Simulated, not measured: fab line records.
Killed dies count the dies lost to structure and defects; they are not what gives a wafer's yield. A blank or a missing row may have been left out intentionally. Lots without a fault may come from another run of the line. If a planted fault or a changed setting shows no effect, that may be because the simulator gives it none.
Matching of chambers ; flow n5_finfet ; rie_diel-05 running N5_BEOL_M11_ETCH_62: 4 sister chambers
The step etches SOC in N2/H2, target depth 110 nm, overetch 22 nm, time 165 s. 27 wafers are shown with their chamber, then 12 later ones without.

## WAFERS WITH THEIR CHAMBER
wafer;chamber;showerhead_plenum_p_Torr (Torr);drypump_motor_current_A (A);rf_vpp_V (V)
L078.1;2;2.69;5.83;528
L078.3;3;2.42;6.01;521
L078.5;0;2.50;5.82;521
L077.2;0;2.50;5.82;522
L077.3;1;2.50;5.68;523
L077.4;2;2.69;5.81;529
L076.1;3;2.42;5.98;521
L076.3;1;2.50;5.70;524
L076.5;1;2.50;5.69;523
L080.2;3;2.42;5.99;519
L080.4;3;2.42;5.99;520
L080.5;2;2.69;5.80;526
L081.1;2;2.69;5.84;528
L081.5;3;2.42;6.01;521
L081.6;2;2.69;5.83;527
L085.2;3;2.42;6.02;522
L085.3;0;2.50;5.83;522
L085.6;2;2.68;5.82;527
L086.3;2;2.68;5.83;529
L086.4;1;2.49;5.69;522
L086.6;2;2.68;5.81;528
L093.1;0;2.49;5.82;522
L093.3;3;2.41;6.01;521
L093.4;1;2.49;5.68;523
L095.1;3;2.41;6.00;521
L095.2;1;2.49;5.69;522
L095.3;2;2.68;5.83;528

SIGNATURES (averages over the wafers above)
reading;chamber 0;chamber 1;chamber 2;chamber 3;scatter within a chamber
showerhead_plenum_p_Torr;2.4975;2.4950;2.6856;2.4175;0.0051
drypump_motor_current_A;5.8225;5.6883;5.8222;6.0012;0.0114
rf_vpp_V;521.75;522.83;527.78;520.75;0.851
Rule: a wafer's distance from a chamber is the root of the sum, over the readings, of the square of ((its reading less the chamber's mean) divided by the reading's scatter). The wafer belongs to the nearest chamber; if the next one is less than 2 further off, it can't be placed. How the scatter is found: for the shown wafers, subtract from each reading the mean of its chamber, square and add these, divide the total by (wafers less chambers), then take the root.

## WAFERS MISSING THEIR CHAMBER
wafer;showerhead_plenum_p_Torr (Torr);drypump_motor_current_A (A);rf_vpp_V (V)
L095.4;2.49;5.68;523
L095.5;2.68;5.83;527
L095.6;2.41;6.02;521
L094.2;2.49;5.67;522
L094.3;2.68;5.82;527
L094.6;2.41;6.01;522
L096.1;2.41;6.02;519
L096.4;2.49;5.68;522
L096.5;2.68;5.79;526
L097.2;2.49;5.83;521
L097.4;2.49;5.71;522
L097.5;2.68;5.83;528

## EACH ONE'S CHAMBER
wafer;from the rows above;in truth
L095.4;1;1
L095.5;2;2
L095.6;3;3
L094.2;1;1
L094.3;2;2
L094.6;3;3
L096.1;3;3
L096.4;1;1
L096.5;2;2
L097.2;0;0
L097.4;1;1
L097.5;2;2
Placed correctly: 12 of 12. Not placeable from these rows: 0. Number placed wrongly: 0.
